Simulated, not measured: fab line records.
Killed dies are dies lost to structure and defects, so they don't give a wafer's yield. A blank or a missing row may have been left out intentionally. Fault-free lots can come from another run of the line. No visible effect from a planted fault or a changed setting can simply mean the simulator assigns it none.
Comparing a struck lot with a sound one + flow nand-harc + 43 out of 1302 route steps
Sound: the wafers L493.2, L493.5, L493.6. Struck: wafers L504.2, L504.5, L504.6. The cause is given at the end.
At each step with rows: each side's tool, then ch and its chambers, then its first start. Under that, the readings that differ: sound wafers + struck wafers + difference of the means + sigmas: that difference in standard deviations of wafers without a fault.
alike: same words and numbers on both sides, and readings whose means sit less than 2 such deviations apart. not compared: any withheld reading, any reading some wafer has no value for, any bound like >300 that may hide the same value, and any number with overlapping values for which the record gives no deviation.
Wherever a step has rows on one side only, a row that says differs or no value, or a row with sigmas, the two part there. Numbers that have no deviation but don't overlap get no sigmas and don't part them. Lack of a reading on every wafer of one side parts them only where that side has two or more wafers.

first, 2 steps without rows for these wafers: NHARC_P_STI_SRD_39; NHARC_P_STI_OXIDE_40 (material SiO2, target thk 10 nm, ox time 1362 s).
NHARC_P_STI_INSPECT_25:
  sound on defect-inspect-02, day 4 12:38; struck on defect-inspect-02, day 8 21:16
  alike: raw-defect-count
then, 9 steps without rows for these wafers: NHARC_P_GATE_ETCH_69 (etches SiO2 in dHF, target depth 14 nm); NHARC_P_GATE_PRECLEAN_70 (cleans in SC1); NHARC_P_GATE_SRD_01; NHARC_P_GATE_OXIDE_02 (material SiO2, target thk 37.5 nm, ox time 365 s); NHARC_P_GATE_DEHYDRATE_03 (time 120 s); NHARC_P_GATE_HMDS_04 (time 30 s); NHARC_P_GATE_COAT_05; NHARC_P_GATE_SOFTBAKE_06 (time 95 s); NHARC_P_GATE_EBR_07.
NHARC_P_GATE_EXPOSE_08: exposes mask P HV.
  sound on krf-scanner-02 ch 0, day 4 20:47; struck on krf-scanner-02 ch 0, day 9 05:29
| reading                        | sound             | struck            | difference | sigmas |
|--------------------------------|-------------------|-------------------|------------|--------|
| model.P_GATE.overlay-x-nm (nm) | 6.543 6.543 6.543 | 208.9 208.9 208.9 | +202.4     |        |
  alike: mask
then, 2 steps without rows for these wafers: NHARC_P_GATE_PEB_09 (peb time 85 s); NHARC_P_GATE_DEVELOP_10 (time 70 s).
NHARC_P_GATE_CD_MEAS_11: the cd target is 1640 nm.
  sound on cd-sem-01 ch 0, day 4 20:57; struck on cd-sem-02 ch 0, day 9 05:38
  alike: cd-nm
then, 1 step without rows for these wafers: NHARC_P_GATE_HARDBAKE_12 (time 80 s).
NHARC_P_GATE_DESCUM_13: chemistry O2, time 3 s.
  sound on rie-diel-05 ch 0,2,3, day 4 21:08; struck on rie-diel-11 ch 0,1,3, day 9 05:50
  alike: drypump-motor-current-A, oes-product-au, rf-vpp-V, showerhead-plenum-p-Torr, throttle-valve-pct
  not compared: rf-hours-counter-h
then, 7 steps without rows for these wafers: NHARC_P_GATE_ETCH_14 (etches SiO2 in dHF, target depth 48.8 nm); NHARC_P_GATE_STRIP_15 (strips in SPM, time 780 s); NHARC_P_GATE_PRECLEAN_71 (cleans in SC1); NHARC_P_GATE_SRD_72; NHARC_P_GATE_OXIDE_16 (material SiO2, target thk 3 nm, ox time 392 s); NHARC_P_GATE_CVD_17 (deposits poly-Si, target thk 150 nm, time 900 s); NHARC_P_GATE_HM_DEP_102 (deposits aC, target thk 120 nm).
NHARC_P_GATE_DEP_103: deposits SiON, target thk 30 nm.
  sound on pecvd-02 ch 0,1, day 5 10:42; struck on pecvd-02 ch 1,2, day 9 18:49
  alike: heater-power-w
then, 8 steps without rows for these wafers: NHARC_P_GATE_DEHYDRATE_18 (time 120 s); NHARC_P_GATE_HMDS_19 (time 30 s); NHARC_P_GATE_COAT_20 (resist thk 90 nm); NHARC_P_GATE_SOFTBAKE_21 (time 55 s); NHARC_P_GATE_EBR_22; NHARC_P_GATE_EXPOSE_23 (exposes mask P GATE, target cd 120 nm); NHARC_P_GATE_PEB_24 (peb time 65 s); NHARC_P_GATE_DEVELOP_25 (develop time 35 s).
NHARC_P_GATE_CD_MEAS_26: the cd target is 120 nm.
  sound on cd-sem-03 ch 0, day 5 11:14; struck on cd-sem-01 ch 0, day 9 19:20
  alike: cd-nm
NHARC_P_GATE_OVL_MEAS_27:
  sound on overlay-02, day 5 11:19; struck on overlay-02, day 9 19:26
  alike: overlay-x-nm, overlay-y-nm
NHARC_P_GATE_INSPECT_28:
  sound on defect-inspect-01, day 5 11:21; struck on defect-inspect-02, day 9 19:28
  alike: raw-defect-count
NHARC_P_GATE_DESCUM_31: chemistry O2, time 3 s.
  sound on rie-diel-05 ch 0,2,3, day 5 11:26; struck on rie-diel-11 ch 0,3, day 9 19:32
  alike: drypump-motor-current-A, oes-product-au, rf-vpp-V, showerhead-plenum-p-Torr, throttle-valve-pct
  not compared: rf-hours-counter-h
then, 1 step without rows for these wafers: NHARC_P_GATE_ETCH_104 (etches the open film in CF4/CHF3, target depth 60 nm).
NHARC_P_GATE_HM_OPEN_105: chemistry O2/COS, target depth 360 nm.
  sound on rie-diel-05 ch 0,1,3; struck on rie-diel-11 ch 0,1
  alike: drypump-motor-current-A, oes-product-au, rf-vpp-V, showerhead-plenum-p-Torr, throttle-valve-pct
  not compared: rf-hours-counter-h
then, 1 step without rows for these wafers: NHARC_P_GATE_STRIP_106 (strips in O2/COS).
NHARC_P_GATE_ETCH_114: etches the open film in CF4/O2, target depth 30 nm, overetch 3 nm, time 16.5 s.
  sound on rie-diel-05 ch 0,1; struck on rie-diel-11 ch 0,2,3
  alike: drypump-motor-current-A, oes-product-au, rf-vpp-V, showerhead-plenum-p-Torr, throttle-valve-pct
  not compared: rf-hours-counter-h
-- jump in the record: it breaks off in module P_GATE and resumes in module END (first step shown: number 1302 of the route), and 21 days separate the struck wafers' starts before and after --
NHARC_END_SORT_01:
  here the record holds rows for the struck wafers (prober-01 ch 0, day 31 01:16) but none for the sound ones

WHERE THEY PART
Within this record, at NHARC_END_SORT_01 only.

WHY: the cause the simulator had injected
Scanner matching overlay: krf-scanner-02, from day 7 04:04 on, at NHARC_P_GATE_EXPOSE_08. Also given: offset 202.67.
